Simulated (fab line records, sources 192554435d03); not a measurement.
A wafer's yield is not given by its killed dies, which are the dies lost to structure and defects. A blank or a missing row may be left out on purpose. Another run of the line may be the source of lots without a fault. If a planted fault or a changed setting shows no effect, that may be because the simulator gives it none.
Chamber matching	flow n5Finfet	N5_BEOL_M15_ETCH_59 on rieDiel-02: 4 sister chambers
The step etches BARC in N2/H2, target depth 89 nm, overetch 26.7 nm, time 67.9 s. 20 wafers are shown with their chamber, then 10 later ones without.

WAFERS WITH THEIR CHAMBER
wafer	chamber	showerheadPlenumPTorr (Torr)	throttleValvePct (%)	drypumpMotorCurrentA (A)
L074.1	3	2.72	17.52	5.6
L074.4	1	2.53	17.65	5.7
L074.6	3	2.72	17.54	5.6
L079.3	3	2.71	17.58	5.6
L079.4	3	2.71	17.58	5.6
L079.5	1	2.52	17.69	5.8
L081.2	3	2.71	17.57	5.6
L081.3	1	2.53	17.70	5.8
L081.4	1	2.53	17.69	5.7
L080.2	1	2.52	17.69	5.7
L080.3	2	2.53	18.28	6.5
L080.6	3	2.71	17.56	5.6
L083.1	2	2.53	18.28	6.4
L083.5	1	2.52	17.69	5.8
L083.6	2	2.53	18.28	6.5
L086.1	2	2.53	18.30	6.5
L086.2	1	2.52	17.71	5.8
L086.4	3	2.70	17.60	5.6
L085.3	1	2.52	17.72	5.7
L085.4	0	2.58	17.48	5.1

SIGNATURES (means of the wafers above)
reading	chamber 0	chamber 1	chamber 2	chamber 3	scatter within a chamber
showerheadPlenumPTorr	2.5800	2.5237	2.5300	2.7114	0.00544
throttleValvePct	17.4800	17.6925	18.2850	17.5643	0.0218
drypumpMotorCurrentA	5.100	5.750	6.475	5.600	0.0415
Rule: a wafer's distance from a chamber is the root of the sum, over the readings, of the square of ((its reading less the chamber's mean) divided by the reading's scatter). If the next closest chamber is less than 2 further off than the closest, the wafer can't be placed; otherwise it belongs to the closest. The scatter: the root of (the sum of the squares of (reading less its chamber's mean) over the shown wafers, divided by (wafers less chambers)).

WAFERS WITH NO CHAMBER GIVEN
wafer	showerheadPlenumPTorr (Torr)	throttleValvePct (%)	drypumpMotorCurrentA (A)
L085.5	2.70	17.60	5.6
L091.3	2.51	17.73	5.8
L091.4	2.70	17.62	5.6
L091.5	2.51	17.74	5.8
L092.1	2.70	17.60	5.6
L092.2	2.51	17.72	5.8
L092.5	2.70	17.63	5.6
L097.1	2.51	17.76	5.8
L097.2	2.58	17.49	5.1
L097.5	2.69	17.63	5.6

EACH ONE'S CHAMBER
wafer	from the rows above	in truth
L085.5	3	3
L091.3	1	1
L091.4	3	3
L091.5	1	1
L092.1	3	3
L092.2	1	1
L092.5	3	3
L097.1	1	1
L097.2	0	0
L097.5	3	3
Placed correctly: 10 of 10. Number that these rows cannot place: 0. Placed wrongly: 0.
